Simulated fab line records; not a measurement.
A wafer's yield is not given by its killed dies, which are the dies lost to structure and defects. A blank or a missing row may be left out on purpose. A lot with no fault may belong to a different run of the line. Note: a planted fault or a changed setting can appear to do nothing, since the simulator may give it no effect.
fab line records | flow nand_harc
record: lots: 12 | wafers: 36 | last_day: 33
route steps=1302 shown A_CONTACT@985 END@1302
lots that met no fault: taken from a fault-free run of the same line
start_h: hours from the record's first day to the start of the lot's first wafer shown | wait_h: time in hours since the lot's previous step | " as in the row above | L1.1+2: one row covering several wafers at once | - either no value or no given start | * or withheld: withheld | < > ~ a bound
route shown NAME@n: names a module that has steps shown in the file, with the first one's number in the route | usual: the fault-free wafers' mean and standard deviation | same: alike in all rows | chamber/n: place in a boat | sites: per-site readings | _std_site: how widely they spread, as a standard deviation | _edge_site: mean of outer sites minus mean of inner sites | radius_mm: for every site, how far away it sits from the centre of the wafer | mask NAME#n: copy n | behind: tool/chamber where the wafer was last shaped | hold: why the lot was held/for how many hours/how that ended | device: names the non-switching transistor (n, p or np) | end of line: the same wafers' tests at the end of the route | a step with no rows: only its recipe | killed: count of dies lost to structure and defects at first sort (not the wafer's yield) | map: per-die view of a wafer (x killed, . not killed, _ where there is no die)
set.NAME: the setting that was run; set.NAME@STEP: the one run at that earlier step | model.NAME: the simulator's own value behind a step, which no gauge read
a sample of lots followed through the steps of the route, with each step as a table and each wafer as a row
services: from which hour (start_h, from the record's first day; less than 0 if before it) a tool's chamber was out of use, for how many hours, and why
== steps ==
step: NHARC_A_CONTACT_DEP_28
recipe: target_thk_a: 70000 | temp_c: 400 | material: aC
usual: throttle_valve_pct: 35.000/0.0097
lot.wafer | tool       | chamber | start_h | wait_h | throttle_valve_pct
L676.1    | acl_dep-02 | 0       | 498.69  | 1.0    | 35.003
L676.5    | "          | 0       | 501.52  | 3.8    | 34.995
L676.6    | "          | 0       | "       | "      | 34.998
L677.1    | acl_dep-01 | 0       | 544.92  | 0.1    | 34.989
L677.5    | "          | 0       | 547.74  | 2.9    | 35.012
L677.6    | "          | 0       | "       | "      | 34.997
L680.3    | acl_dep-02 | 0       | 546.59  | 1.5    | 34.997
L680.4    | "          | 0       | "       | "      | 34.991
L680.6    | "          | 0       | 548.70  | 3.6    | 34.998
L681.4    | acl_dep-02 | 0       | 564.84  | 9.7    | 35.016
L681.5    | "          | 0       | "       | "      | 34.999
L681.6    | "          | 0       | "       | "      | 35.020
L684.2    | acl_dep-02 | 0       | 586.58  | 0.8    | 35.005
L684.3    | "          | 0       | "       | "      | 35.003
L684.4    | "          | 0       | "       | "      | 35.012
L687.1    | acl_dep-03 | 0       | 615.96  | 1.7    | 35.012
L687.2    | "          | 0       | "       | "      | 35.006
L687.3    | "          | 0       | "       | "      | 34.979
L690.1    | acl_dep-03 | 0       | 626.28  | 0.1    | 34.994
L690.3    | "          | 0       | 627.71  | 1.5    | 34.995
L690.4    | "          | 0       | "       | "      | 35.002
L688.1    | acl_dep-02 | 0       | 633.48  | 0.5    | 35.007
L688.3    | "          | 0       | 634.90  | 1.9    | 34.987
L688.4    | "          | 0       | "       | "      | 34.983
L692.1    | acl_dep-02 | 0       | 674.66  | 0.1    | 35.016
L692.2    | "          | 0       | "       | "      | 35.005
L692.4    | "          | 0       | 676.80  | 2.2    | 34.999
L694.1    | acl_dep-03 | 0       | 692.24  | 0.1    | 34.992
L694.4    | "          | 0       | 694.39  | 2.2    | 34.993
L694.5    | "          | 0       | "       | "      | 35.017
L695.1    | acl_dep-01 | 0       | 692.28  | 0.1    | 34.982
L695.3    | "          | 0       | 693.70  | 1.5    | 34.985
L695.4    | "          | 0       | "       | "      | 34.997
L697.1    | acl_dep-02 | 0       | 706.07  | 1.1    | 35.006
L697.5    | "          | 0       | 708.91  | 3.9    | 34.994
L697.6    | "          | 0       | "       | "      | 34.996
step: NHARC_A_CONTACT_ETCH_113
recipe: source_w: withheld | pressure_mtorr: 20 | bias_v: 3000 | time_s: 190 | target_depth_a: 18500 | ar_flow_sccm: withheld | c4f8_flow_sccm: withheld | o2_flow_sccm: withheld | chemistry: C4F8/O2/Ar
usual: chamber_pressure_mTorr: 20.000/0.017 | oes_air_line_au: 1.000/0.021
lot.wafer | tool            | chamber | start_h | wait_h | chamber_pressure_mTorr | oes_air_line_au | rf_hours_counter_h
L676.1    | har_cap_etch-02 | 0       | 506.53  | 0.1    | 20.026                 | 1.023           | 85
L676.5    | "               | 1       | "       | "      | 20.020                 | 1.036           | -
L676.6    | "               | 0       | "       | "      | 20.010                 | 0.978           | -
L677.1    | har_cap_etch-03 | 1       | 552.54  | 0.1    | 20.008                 | 0.999           | 48
L677.5    | "               | 0       | "       | "      | 19.986                 | 0.981           | -
L677.6    | "               | 1       | "       | "      | 20.011                 | 0.995           | -
L680.4    | har_cap_etch-01 | 1       | 552.74  | 0.1    | 19.973                 | 0.998           | -
L680.3    | "               | 0       | "       | "      | 20.008                 | 0.971           | -
L680.6    | "               | 0       | "       | "      | 20.010                 | 0.985           | -
L681.4    | har_cap_etch-03 | 0       | 570.31  | 0.2    | 19.984                 | 0.991           | -
L681.6    | "               | 1       | "       | "      | 20.003                 | 1.035           | -
L681.5    | "               | 0       | "       | "      | 19.980                 | 0.993           | -
L684.2    | har_cap_etch-01 | 0       | 593.28  | 0.1    | 19.995                 | 0.998           | 17
L684.4    | "               | 1       | "       | "      | 19.999                 | 1.001           | -
L684.3    | "               | 0       | "       | "      | 20.017                 | 0.996           | -
L687.2    | har_cap_etch-03 | 1       | 623.34  | 0.2    | -                      | -               | -
L687.1    | "               | 0       | "       | "      | -                      | -               | -
L687.3    | "               | 0       | "       | "      | -                      | -               | -
L690.1    | har_cap_etch-02 | 0       | 634.51  | 0.1    | -                      | -               | -
L690.4    | "               | 0       | "       | "      | -                      | -               | -
L690.3    | "               | 1       | "       | "      | -                      | -               | -
L688.1    | har_cap_etch-01 | 1       | 641.25  | 0.2    | -                      | -               | -
L688.4    | "               | 1       | "       | "      | -                      | -               | -
L688.3    | "               | 0       | "       | "      | -                      | -               | -
L692.2    | har_cap_etch-01 | 1       | 681.93  | 0.1    | 19.996                 | 0.978           | 33
L692.1    | "               | 0       | "       | "      | 20.017                 | 1.028           | 33
L692.4    | "               | 0       | "       | "      | 20.002                 | 0.988           | -
L694.1    | har_cap_etch-03 | 0       | 699.54  | 0.1    | 20.006                 | 0.997           | 74
L694.4    | "               | 1       | "       | "      | 20.014                 | 0.985           | -
L694.5    | "               | 1       | "       | "      | 19.991                 | 0.973           | -
L695.1    | har_cap_etch-01 | 1       | 700.15  | 0.1    | 19.991                 | 1.039           | 37
L695.3    | "               | 1       | "       | "      | 19.996                 | 0.997           | -
L695.4    | "               | 0       | "       | "      | 20.012                 | 0.987           | -
L697.1    | har_cap_etch-01 | 1       | 713.46  | 0.1    | 20.000                 | 0.997           | 41
L697.5    | "               | 1       | "       | "      | 20.009                 | 0.996           | -
L697.6    | "               | 0       | "       | "      | 19.969                 | 1.014           | -
step: NHARC_A_CONTACT_ETCH_122
recipe: source_w: withheld | pressure_mtorr: 20 | bias_v: 3000 | time_s: 190 | target_depth_a: 18500 | ar_flow_sccm: withheld | c4f8_flow_sccm: withheld | o2_flow_sccm: withheld | chemistry: C4F8/O2/Ar
usual: chamber_pressure_mTorr: 19.999/0.019 | oes_air_line_au: 0.999/0.022
lot.wafer | tool            | chamber | start_h | wait_h | chamber_pressure_mTorr | oes_air_line_au | rf_hours_counter_h
L676.1    | har_cap_etch-02 | 0       | 508.06  | 0.1    | 19.990                 | 1.002           | 87
L676.5    | "               | 1       | "       | "      | 19.981                 | 1.002           | -
L676.6    | "               | 0       | "       | "      | 20.037                 | 0.999           | -
L677.1    | har_cap_etch-03 | 1       | 554.07  | 0.1    | 19.996                 | 0.963           | 50
L677.5    | "               | 0       | "       | "      | 19.986                 | 0.973           | -
L677.6    | "               | 1       | "       | "      | 20.023                 | 0.989           | -
L680.4    | har_cap_etch-01 | 1       | 554.28  | 0.1    | 19.964                 | 0.942           | -
L680.3    | "               | 0       | "       | "      | 19.995                 | 1.002           | -
L680.6    | "               | 0       | "       | "      | 19.976                 | 0.989           | -
L681.4    | har_cap_etch-03 | 0       | 571.99  | 0.1    | 20.005                 | 0.992           | -
L681.6    | "               | 1       | "       | "      | 20.004                 | 0.985           | -
L681.5    | "               | 0       | "       | "      | 19.967                 | 0.967           | -
L684.2    | har_cap_etch-01 | 0       | 594.81  | 0.1    | 20.012                 | 1.017           | 19
L684.4    | "               | 1       | "       | "      | 20.006                 | 0.989           | -
L684.3    | "               | 0       | "       | "      | 20.020                 | 1.024           | -
L687.2    | har_cap_etch-03 | 1       | 625.22  | 0.1    | 19.990                 | 0.985           | 65
L687.1    | "               | 0       | "       | "      | 19.978                 | 0.975           | 65
L687.3    | "               | 0       | "       | "      | 19.976                 | 0.982           | -
L690.1    | har_cap_etch-02 | 0       | 636.05  | 0.1    | 19.992                 | 1.026           | 111
L690.4    | "               | 0       | "       | "      | 19.977                 | 1.030           | -
L690.3    | "               | 1       | "       | "      | 19.973                 | 1.018           | -
L688.1    | har_cap_etch-01 | 1       | 643.31  | 0.2    | 19.991                 | 1.023           | 28
L688.4    | "               | 1       | "       | "      | 19.993                 | 1.017           | -
L688.3    | "               | 0       | "       | "      | 19.988                 | 0.945           | -
L692.2    | har_cap_etch-01 | 1       | 683.47  | 0.1    | 19.984                 | 1.041           | 35
L692.1    | "               | 0       | "       | "      | 20.012                 | 1.023           | 35
L692.4    | "               | 0       | "       | "      | 20.011                 | 1.002           | -
L694.1    | har_cap_etch-03 | 0       | 701.08  | 0.1    | 20.019                 | 0.987           | 76
L694.4    | "               | 1       | "       | "      | 19.988                 | 1.001           | -
L694.5    | "               | 1       | "       | "      | 20.014                 | 1.030           | -
L695.1    | har_cap_etch-01 | 1       | 701.69  | 0.1    | 19.988                 | 1.021           | 39
L695.3    | "               | 1       | "       | "      | 20.017                 | 0.996           | -
L695.4    | "               | 0       | "       | "      | 19.986                 | 0.994           | -
L697.1    | har_cap_etch-01 | 1       | 714.99  | 0.1    | 20.013                 | 1.011           | 42
L697.5    | "               | 1       | "       | "      | 19.979                 | 0.996           | -
L697.6    | "               | 0       | "       | "      | 20.005                 | 0.988           | -
step: NHARC_A_CONTACT_ETCH_96
recipe: target_depth_a: 200 | over_etch_frac: 0.5 | time_s: 10 | ion_energy_ev: 250 | c4f6_flow_sccm: 25 | o2_flow_sccm: 20 | ar_flow_sccm: 500 | rf_w: 600 | bias_w: 500 | chemistry: C4F6/O2
usual: bias_w: 499.9/1.6 | c4f6_flow_sccm: 24.99/0.08 | drypump_motor_current_A: 5.6/0.45 | oes_product_au: 0.969/0.028 | rf_vpp_V: 546/3.7 | showerhead_plenum_p_Torr: 3.87/0.18 | throttle_valve_pct: 26.902/0.0086
lot.wafer | tool        | chamber | start_h | wait_h | bias_w | c4f6_flow_sccm | drypump_motor_current_A | oes_product_au | rf_hours_counter_h | rf_vpp_V | showerhead_plenum_p_Torr | throttle_valve_pct
L676.1    | rie_diel-02 | 3       | -       | -      | 500.2  | 24.98          | 6.0                     | 0.941          | 36                 | 544      | 3.73                     | 26.905
L676.5    | "           | 3       | "       | "      | 500.4  | 24.98          | 6.0                     | 0.948          | -                  | 544      | 3.73                     | 26.894
L676.6    | "           | 0       | "       | "      | 499.1  | 25.00          | 5.6                     | 0.954          | -                  | 541      | 3.65                     | 26.911
L677.1    | rie_diel-02 | 3       | -       | -      | 499.9  | 24.94          | 6.1                     | 0.945          | 56                 | 541      | 3.72                     | 26.901
L677.6    | "           | 2       | "       | "      | 497.4  | 24.93          | 4.8                     | 0.942          | -                  | 544      | 3.82                     | 26.913
L677.5    | "           | 3       | "       | "      | 503.5  | 25.00          | 6.1                     | 0.947          | -                  | 544      | 3.72                     | 26.911
L680.4    | rie_diel-03 | 2       | -       | -      | 502.2  | 24.92          | 5.4                     | 0.979          | 13                 | 542      | 3.65                     | 26.900
L680.3    | "           | 0       | "       | "      | 501.2  | 25.02          | 5.8                     | 0.981          | 15                 | 542      | 3.68                     | 26.907
L680.6    | "           | 2       | "       | "      | 502.5  | 24.98          | 5.4                     | 0.977          | -                  | 541      | 3.65                     | 26.904
L681.4    | rie_diel-03 | 3       | -       | -      | 499.0  | 25.00          | 5.5                     | 1.010          | 15                 | 551      | 4.12                     | 26.893
L681.6    | "           | 1       | "       | "      | 500.7  | 24.91          | 5.0                     | 0.991          | -                  | 547      | 3.95                     | 26.909
L681.5    | "           | 2       | "       | "      | 499.3  | 24.99          | 5.4                     | 0.992          | -                  | 541      | 3.65                     | 26.893
L684.3    | rie_diel-03 | 2       | -       | -      | 499.6  | 25.10          | 5.4                     | 0.926          | 22                 | 541      | 3.64                     | 26.905
L684.4    | "           | 3       | "       | "      | 498.4  | 25.02          | 5.4                     | 0.952          | 21                 | 550      | 4.12                     | 26.920
L684.2    | "           | 1       | "       | "      | 500.3  | 25.17          | 4.9                     | 0.915          | 22                 | 546      | 3.95                     | 26.896
L687.2    | rie_diel-09 | 2       | -       | -      | 500.9  | 24.96          | 5.5                     | 1.009          | 42                 | 548      | 3.94                     | 26.906
L687.3    | "           | 3       | "       | "      | 495.3  | 25.01          | 6.7                     | 1.014          | 41                 | 551      | 4.02                     | 26.886
L687.1    | "           | 0       | "       | "      | 499.5  | 25.02          | 5.3                     | 0.983          | 38                 | 547      | 3.88                     | 26.890
L690.1    | rie_diel-02 | 2       | -       | -      | 502.1  | 25.06          | 4.7                     | 0.984          | 14                 | 546      | 3.81                     | 26.901
L690.4    | "           | 3       | "       | "      | 498.9  | 24.86          | 6.1                     | 1.004          | 16                 | 542      | 3.71                     | 26.900
L690.3    | "           | 0       | "       | "      | 500.0  | 24.82          | 5.6                     | 0.996          | 17                 | 552      | 4.22                     | 26.893
L688.3    | rie_diel-09 | 2       | -       | -      | 502.2  | 25.10          | 5.5                     | 0.938          | 49                 | 547      | 3.94                     | 26.901
L688.4    | "           | 3       | "       | "      | 498.1  | 25.06          | 6.6                     | 0.970          | 47                 | 549      | 4.01                     | 26.909
L688.1    | "           | 0       | "       | "      | 499.9  | 24.91          | 5.3                     | 0.939          | 44                 | 546      | 3.88                     | 26.899
L692.2    | rie_diel-03 | 1       | -       | -      | 502.4  | 24.97          | 5.0                     | 0.969          | 5                  | 547      | 3.94                     | 26.911
L692.4    | "           | 2       | "       | "      | 498.0  | 25.06          | 5.4                     | 0.953          | 6                  | 553      | 4.22                     | 26.897
L692.1    | "           | 3       | "       | "      | 500.4  | 25.06          | 5.5                     | 0.978          | 6                  | 549      | 4.11                     | 26.898
L694.1    | rie_diel-02 | 3       | -       | -      | 500.0  | 25.07          | 6.1                     | 0.970          | 41                 | 543      | 3.70                     | 26.919
L694.4    | "           | 0       | "       | "      | 501.3  | 24.99          | 5.6                     | 1.010          | 36                 | 552      | 4.20                     | 26.894
L694.5    | "           | 2       | "       | "      | 500.9  | 25.02          | 4.7                     | 0.938          | -                  | 545      | 3.79                     | 26.900
L695.3    | rie_diel-09 | 1       | -       | -      | 497.8  | 25.05          | 5.6                     | 0.945          | 7                  | 548      | 4.03                     | 26.898
L695.1    | "           | 2       | "       | "      | 499.1  | 25.12          | 5.5                     | 0.966          | 7                  | 547      | 3.93                     | 26.909
L695.4    | "           | 3       | "       | "      | 498.1  | 24.89          | 6.6                     | 0.958          | 8                  | 548      | 4.00                     | 26.898
L697.1    | rie_diel-03 | 1       | -       | -      | 499.6  | 25.01          | 5.0                     | 0.957          | 12                 | 547      | 3.93                     | 26.910
L697.5    | "           | 1       | "       | "      | 498.5  | 24.95          | 5.0                     | 0.969          | -                  | 547      | 3.93                     | 26.906
L697.6    | "           | 2       | "       | "      | 497.3  | 24.93          | 5.4                     | 0.971          | -                  | 554      | 4.22                     | 26.901
step: NHARC_END_SORT_01
recipe: temp_c: 25
usual: killed_at_array: 59/21 | killed_at_other: 1.0/1.1 | killed_at_periphery: 4.0/2.6 | killed_dies: 64/21 | killed_open: 3.2/1.7 | killed_short: 2.5/1.5
same: gross_dies: 677
lot.wafer | tool      | chamber | start_h | wait_h | killed_at_array | killed_at_other | killed_at_periphery | killed_dies | killed_open | killed_short
L687.1    | prober-01 | 0       | 694.75  | 2.5    | 668             | 0               | 9                   | 677         | 1           | 4
L687.2    | prober-01 | 0       | 695.56  | 2.8    | 668             | 2               | 7                   | 677         | 1           | 2
L687.3    | prober-01 | 0       | 696.37  | 3.1    | 672             | 2               | 3                   | 677         | 2           | 2
L690.1    | prober-02 | 0       | 705.66  | 2.5    | 674             | 0               | 3                   | 677         | 3           | 0
L690.3    | prober-02 | 0       | 707.29  | 3.1    | 670             | 1               | 6                   | 677         | 3           | 1
L690.4    | prober-02 | 0       | 708.10  | 3.4    | 671             | 1               | 5                   | 677         | 2           | 2
L688.1    | prober-01 | 0       | 712.86  | 2.5    | 675             | 1               | 1                   | 677         | 5           | 2
L688.3    | prober-01 | 0       | 714.48  | 3.1    | 673             | 0               | 4                   | 677         | 3           | 3
L688.4    | prober-01 | 0       | 715.29  | 3.4    | 672             | 2               | 3                   | 677         | 6           | 1
killed by level:class
L687.1 A_CONTACT:area_etch=589 A_SLIT:chamber_film_flake=31 A_CHANNEL_HOLE_D1:chamber_film_flake=29 A_SGD_CUT:chamber_film_flake=8 A_CONTACT:chamber_film_flake=4 P_ZERO_WELL:chamber_film_flake=3 P_M2:chamber_film_flake=3 A_STAIRCASE:chamber_film_flake=2
L687.2 A_CONTACT:area_etch=569 A_CHANNEL_HOLE_D1:chamber_film_flake=41 A_SLIT:chamber_film_flake=40 A_CONTACT:chamber_film_flake=9 A_SGD_CUT:chamber_film_flake=5 P_ZERO_WELL:chamber_film_flake=4 P_M2:chamber_film_flake=2 THIN_TSV:chamber_film_flake=2
L687.3 A_CONTACT:area_etch=585 A_CHANNEL_HOLE_D1:chamber_film_flake=37 A_SLIT:chamber_film_flake=33 A_SGD_CUT:chamber_film_flake=5 A_DECK1_JOINT:chamber_film_flake=4 A_CONTACT:chamber_film_flake=3 P_BONDPAD:chamber_film_flake=2 A_WL_FILL:chamber_film_flake=2
L690.1 A_CONTACT:area_etch=629 A_CHANNEL_HOLE_D1:chamber_film_flake=28 A_STAIRCASE:chamber_film_flake=6 P_STI:chamber_film_flake=2 A_SLIT:chamber_film_flake=2 A_CONTACT:chamber_film_flake=2 A_CHANNEL_FILL_D1:geometric_particle:open=1 A_CHANNEL_FILL_D2:geometric_particle:open=1
L690.3 A_CONTACT:area_etch=617 A_CHANNEL_HOLE_D1:chamber_film_flake=25 A_CONTACT:chamber_film_flake=11 A_STAIRCASE:chamber_film_flake=4 P_GATE:chamber_film_flake=3 A_SLIT:chamber_film_flake=3 P_STI:chamber_film_flake=2 A_DECK1_JOINT:chamber_film_flake=2
L690.4 A_CONTACT:area_etch=611 A_CHANNEL_HOLE_D1:chamber_film_flake=39 A_CONTACT:chamber_film_flake=9 A_SLIT:chamber_film_flake=3 P_STI:chamber_film_flake=2 P_GATE:chamber_film_flake=2 A_WL_FILL:chamber_film_flake=2 A_M1:chamber_film_flake=2
L688.1 A_CONTACT:area_etch=617 A_CHANNEL_HOLE_D1:chamber_film_flake=26 A_CHANNEL_HOLE_D2:chamber_film_flake=7 A_CONTACT:chamber_film_flake=6 A_CHANNEL_FILL_D1:chamber_film_flake=3 A_SLIT:chamber_film_flake=2 A_DECK1_JOINT:chamber_film_flake=2 A_WL_FILL:chamber_film_flake=2
L688.3 A_CONTACT:area_etch=618 A_CHANNEL_HOLE_D1:chamber_film_flake=31 A_CONTACT:chamber_film_flake=4 A_SLIT:chamber_film_flake=3 P_ZERO_WELL:chamber_film_flake=2 A_CHANNEL_HOLE_D2:chamber_film_flake=2 A_CHANNEL_FILL_D1:chamber_film_flake=2 A_CHANNEL_FILL_D2:chamber_film_flake=2
L688.4 A_CONTACT:area_etch=613 A_CHANNEL_HOLE_D1:chamber_film_flake=30 A_CHANNEL_HOLE_D2:chamber_film_flake=6 A_CONTACT:chamber_film_flake=6 A_SLIT:chamber_film_flake=3 A_STAIRCASE:chamber_film_flake=3 A_CHANNEL_FILL_D2:chamber_film_flake=2 A_WL_FILL:chamber_film_flake=2
== services ==
tool            | chamber | start_h | hours | kind
acl_dep-03      | -       | 484.93  | 13.0  | pm
acl_dep-01      | -       | 489.15  | 1.1   | repair
rie_diel-03     | 0       | 491.83  | -     | clean
rie_diel-09     | -       | 497.19  | 9.0   | pm
har_cap_etch-01 | -       | 497.62  | 17.0  | pm
har_cap_etch-01 | 0       | 497.62  | 17.0  | vent_cycle
har_cap_etch-01 | 1       | 497.62  | 17.0  | vent_cycle
rie_diel-03     | 3       | 504.63  | 9.6   | repair
har_cap_etch-02 | -       | 514.05  | 0.4   | repair
har_cap_etch-01 | 0       | 514.62  | -     | clean
har_cap_etch-01 | 1       | 514.62  | -     | clean
rie_diel-02     | 1       | 529.22  | 12.6  | repair
acl_dep-01      | -       | 550.99  | 13.0  | pm
rie_diel-02     | -       | 571.09  | 9.0   | pm
rie_diel-02     | 0       | 590.84  | 10.3  | repair
rie_diel-02     | 2       | 600.13  | 4.2   | repair
rie_diel-03     | 2       | 606.07  | 3.8   | repair
rie_diel-02     | 0       | 611.89  | 2.5   | repair
acl_dep-02      | -       | 612.91  | 13.0  | pm
rie_diel-03     | -       | 635.33  | 9.0   | pm
acl_dep-03      | -       | 666.85  | 13.0  | pm
rie_diel-09     | -       | 674.19  | 9.0   | pm
rie_diel-02     | 0       | 688.10  | 9.9   | repair
rie_diel-09     | 3       | 691.61  | 5.4   | repair
== key ==
first_sign: step: NHARC_A_CONTACT_ETCH_113 | reading: tool_record | direction: missing
effect: step: NHARC_END_SORT_01 | reading: killed_at_array | direction: up | sigmas: 29 | usual: 59 | struck: 671
more_kills_born_at: NHARC_A_CONTACT_ETCH_113@har_cap_etch-02: 1857 | NHARC_A_CONTACT_ETCH_113@har_cap_etch-01: 1848 | NHARC_A_CONTACT_ETCH_113@har_cap_etch-03: 1743
met_at NHARC_A_CONTACT_ETCH_113
struck_lots L687,L688,L690
later_rows_left_out L687.1,L687.2,L687.3,L688.1,L688.3,L688.4,L690.1,L690.3,L690.4
tester_left_out L687,L688,L690
not_acting_at NHARC_A_CONTACT_DEP_28,NHARC_A_CONTACT_ETCH_122,NHARC_A_CONTACT_ETCH_96
onset_between 593.28 623.34
fault: kind: skipped_step_whole | tool: har_cap_etch-01,har_cap_etch-02,har_cap_etch-03 | chamber: - | onset_h: 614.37 | steps: NHARC_A_CONTACT_ETCH_113 | scope: struck_lots_only
tester_left_out: of these lots the tester's yield and bins aren't shown, on N5 and GAA mostly nor the transistor test; their killed dies are dies lost to structure and defects alone, not to doping, threshold or leakage, so they don't give the yield
later_rows_left_out: the simulator's readings of these wafers behind a module that went badly wrong aren't trusted and aren't shown, but for the sort
